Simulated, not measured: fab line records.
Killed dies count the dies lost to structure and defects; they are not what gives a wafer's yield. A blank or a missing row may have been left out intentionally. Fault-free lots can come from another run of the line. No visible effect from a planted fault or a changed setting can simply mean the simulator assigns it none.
Matching of chambers || flow n5_finfet || N5_BEOL_M1_ETCH_70 on rie_diel-05: 4 sister chambers
The step etches SOC in N2/H2, target depth 80 nm, overetch 16 nm, time 120 s. 8 wafers are shown with their chamber, then 7 later ones without.

WAFERS WITH THEIR CHAMBER
{"wafer": "L079.6", "chamber": 0, "showerhead_plenum_p_Torr (Torr)": 2.49, "throttle_valve_pct (%)": 18.08}
{"wafer": "L084.1", "chamber": 2, "showerhead_plenum_p_Torr (Torr)": 2.66, "throttle_valve_pct (%)": 18.31}
{"wafer": "L084.6", "chamber": 1, "showerhead_plenum_p_Torr (Torr)": 2.63, "throttle_valve_pct (%)": 18.03}
{"wafer": "L086.1", "chamber": 3, "showerhead_plenum_p_Torr (Torr)": 2.52, "throttle_valve_pct (%)": 17.64}
{"wafer": "L086.5", "chamber": 1, "showerhead_plenum_p_Torr (Torr)": 2.62, "throttle_valve_pct (%)": 18.04}
{"wafer": "L086.6", "chamber": 0, "showerhead_plenum_p_Torr (Torr)": 2.49, "throttle_valve_pct (%)": 17.69}
{"wafer": "L087.1", "chamber": 3, "showerhead_plenum_p_Torr (Torr)": 2.52, "throttle_valve_pct (%)": 17.65}
{"wafer": "L087.2", "chamber": 2, "showerhead_plenum_p_Torr (Torr)": 2.66, "throttle_valve_pct (%)": 18.31}

WAFERS WITH NO CHAMBER GIVEN
{"wafer": "L087.5", "showerhead_plenum_p_Torr (Torr)": 2.48, "throttle_valve_pct (%)": 17.71}
{"wafer": "L091.1", "showerhead_plenum_p_Torr (Torr)": 2.52, "throttle_valve_pct (%)": 17.67}
{"wafer": "L091.2", "showerhead_plenum_p_Torr (Torr)": 2.62, "throttle_valve_pct (%)": 18.06}
{"wafer": "L091.6", "showerhead_plenum_p_Torr (Torr)": 2.52, "throttle_valve_pct (%)": 17.65}
{"wafer": "L097.2", "showerhead_plenum_p_Torr (Torr)": 2.48, "throttle_valve_pct (%)": 17.73}
{"wafer": "L097.3", "showerhead_plenum_p_Torr (Torr)": 2.51, "throttle_valve_pct (%)": 17.69}
{"wafer": "L097.6", "showerhead_plenum_p_Torr (Torr)": 2.65, "throttle_valve_pct (%)": 18.34}

EACH ONE'S CHAMBER
{"wafer": "L087.5", "from the rows above": 0, "in truth": 0}
{"wafer": "L091.1", "from the rows above": 3, "in truth": 3}
{"wafer": "L091.2", "from the rows above": 1, "in truth": 1}
{"wafer": "L091.6", "from the rows above": 3, "in truth": 3}
{"wafer": "L097.2", "from the rows above": 0, "in truth": 0}
{"wafer": "L097.3", "from the rows above": 3, "in truth": 3}
{"wafer": "L097.6", "from the rows above": 2, "in truth": 2}
Correctly placed: 7 of 7. Can't be placed from these rows: 0. Placed wrongly: 0.
How it was worked out, from the rows above alone: a wafer's distance from a chamber is the root of the sum, over the readings, of the square of ((its reading less the chamber's mean) divided by the reading's scatter). The wafer belongs to the nearest chamber; if the next one is less than 2 further off, it can't be placed. For every chamber, the mean is computed from those of its wafers that are shown. How the scatter is found: for the shown wafers, subtract from each reading the mean of its chamber, square and add these, divide the total by (wafers less chambers), then take the root.
